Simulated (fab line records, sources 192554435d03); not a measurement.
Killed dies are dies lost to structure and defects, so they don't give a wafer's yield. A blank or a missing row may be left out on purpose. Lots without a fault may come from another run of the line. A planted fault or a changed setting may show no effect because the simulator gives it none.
A struck lot beside a sound one | flow n5_finfet | 36 steps out of a route of 1938
Sound: wafers L929.3, L929.5, L929.6. Struck: wafers L920.1, L920.5, L920.6. The cause comes at the end.
At each step with rows: each side's tool, then ch and its chambers, then its first start. Under that, the readings that differ: sound wafers | struck wafers | difference of the means | sigmas: that difference in standard deviations of wafers without a fault.
alike: readings whose means differ by less than 2 such deviations, and words and numbers that are the same on both sides. not compared: withheld readings, readings that some wafer has no value for, bounds like >300 that may hide the same value, and numbers for which the record gives no deviation and whose values overlap.
The two part at a step that has a row with sigmas, a row that says differs or no value, or rows on one side only. Numbers that don't overlap but have no deviation are shown without sigmas and don't part them. A reading that every wafer of one side lacks parts them only if that side has two wafers or more.

first, 9 steps without rows for these wafers: N5_BEOL_M4_ANNEAL_95 (time 240 s); N5_BEOL_M4_SPUTTER_96 (material Cu, target thk 4.5 nm, time 8.29 s); N5_BEOL_M4_ECD_50 (material Cu, target thk 300 nm); N5_BEOL_M4_ANNEAL_51 (time 90 s); N5_BEOL_M4_CMP_52 (polishes, stops on SiOC, t overpolish 6.8 s, target thk 40 nm); N5_BEOL_M4_PRE_CLEAN_60 (time 15 s); N5_BEOL_M4_CO_CAP_55 (material Co, precursor CCTBA/H2, target thk 2 nm, time 102.1 s); N5_BEOL_M4_PRE_CLEAN_56 (time 15 s); N5_BEOL_M4_DEP_57 (deposits SiCN from 3MS/NH3, target thk 8 nm, time 14 s).
N5_BEOL_M4_RC_MEAS_101:
  sound on prober-02 ch 0, day 14 10:34; struck on prober-02 ch 0, day 12 03:48
  alike: DIBL_N, DIBL_P, IOFF_N, IOFF_P, ION_N, ION_P, SS_N, SS_P, VT_N, VT_P
then, 24 steps without rows for these wafers: N5_BEOL_M5_ILD_DEP_00 (deposits SiCOH lowk from DEMS/porogen, target thk 140.64 nm, time 25.9 s); N5_BEOL_M5_CURE_79 (cures SiCOH lowk, time 240 s); N5_BEOL_M5_PECVD_70 (deposits SiO2 from TEOS/O2, target thk 16 nm, time 18 s); N5_BEOL_M5_HM_DEP_02 (deposits TiN, target thk 20 nm); N5_BEOL_M5_COAT_59 (time 60 s, resist thk 60 nm); N5_BEOL_M5_COAT_60 (time 60 s, resist thk 12 nm); N5_BEOL_M5_COAT_71 (time 60 s, resist thk 5 nm); N5_BEOL_M5_COAT_05 (resist thk 30 nm); N5_BEOL_M5_EBR_07; N5_BEOL_M5_SOFTBAKE_06 (time 60 s); N5_BEOL_M5_EXPOSE_08 (exposes mask M5, target cd 28 nm); N5_BEOL_M5_PEB_09 (peb time 60 s); N5_BEOL_M5_DEVELOP_10 (develop time 30 s); N5_BEOL_M5_DESCUM_16 (chemistry O2, time 7 s); N5_BEOL_M5_ETCH_72 (etches underlayer in N2/H2, target depth 6.5 nm, time 5.2 s); N5_BEOL_M5_ETCH_61 (etches SiARC in CF4, target depth 15.6 nm, time 26 s); N5_BEOL_M5_ETCH_62 (etches SOC in N2/H2, target depth 75 nm, overetch 15 nm, time 112.5 s); N5_BEOL_M5_STRIP_63 (strips in N2/H2); N5_BEOL_M5_STRIP_73 (strips in N2/H2); N5_BEOL_M5_STRIP_64 (strips in CF4); N5_BEOL_M5_HM_OPEN_17 (chemistry Cl2/BCl3, target TiN, target depth 20 nm, overetch 6 nm); N5_BEOL_M5_STRIP_19 (strips in O2); N5_BEOL_M5_COAT_65 (time 60 s, resist thk 60 nm); N5_BEOL_M5_COAT_66 (time 60 s, resist thk 12 nm).
-- the record jumps here: 2 days lie between the struck wafers' starts before and after (it left off in module BEOL_M5 and takes up again in module BEOL_M11, whose first step shown is number 1579 of the route) --
N5_BEOL_M11_ETCH_41: etches SiCN in CH3F/O2, target depth 42.6 nm, time 86 s.
  sound on rie_diel-06 ch 1,2, day 17 06:14; struck on rie_diel-06 ch 0,2,3, day 14 09:06
  no value came back on the struck wafers for any of 9 readings (CH3F_flow_sccm (sccm), O2_flow_sccm (sccm) and others); on the sound wafers CH3F_flow_sccm (sccm) reads 30.05 30.03 29.95
  not compared: rf_hours_counter_h
-- the record jumps here: 2 days lie between the struck wafers' starts before and after (it left off in module BEOL_M11 and takes up again in module PASSIVATION, whose first step shown is number 1936 of the route) --
N5_PASSIVATION_PROBE_49:
  the record has rows for the struck wafers here (prober-02, day 16 10:45) and none for the sound ones

WHERE THEY PART
First at N5_BEOL_M11_ETCH_41; last, within this record, at N5_PASSIVATION_PROBE_49.

WHY: what the simulator had put in
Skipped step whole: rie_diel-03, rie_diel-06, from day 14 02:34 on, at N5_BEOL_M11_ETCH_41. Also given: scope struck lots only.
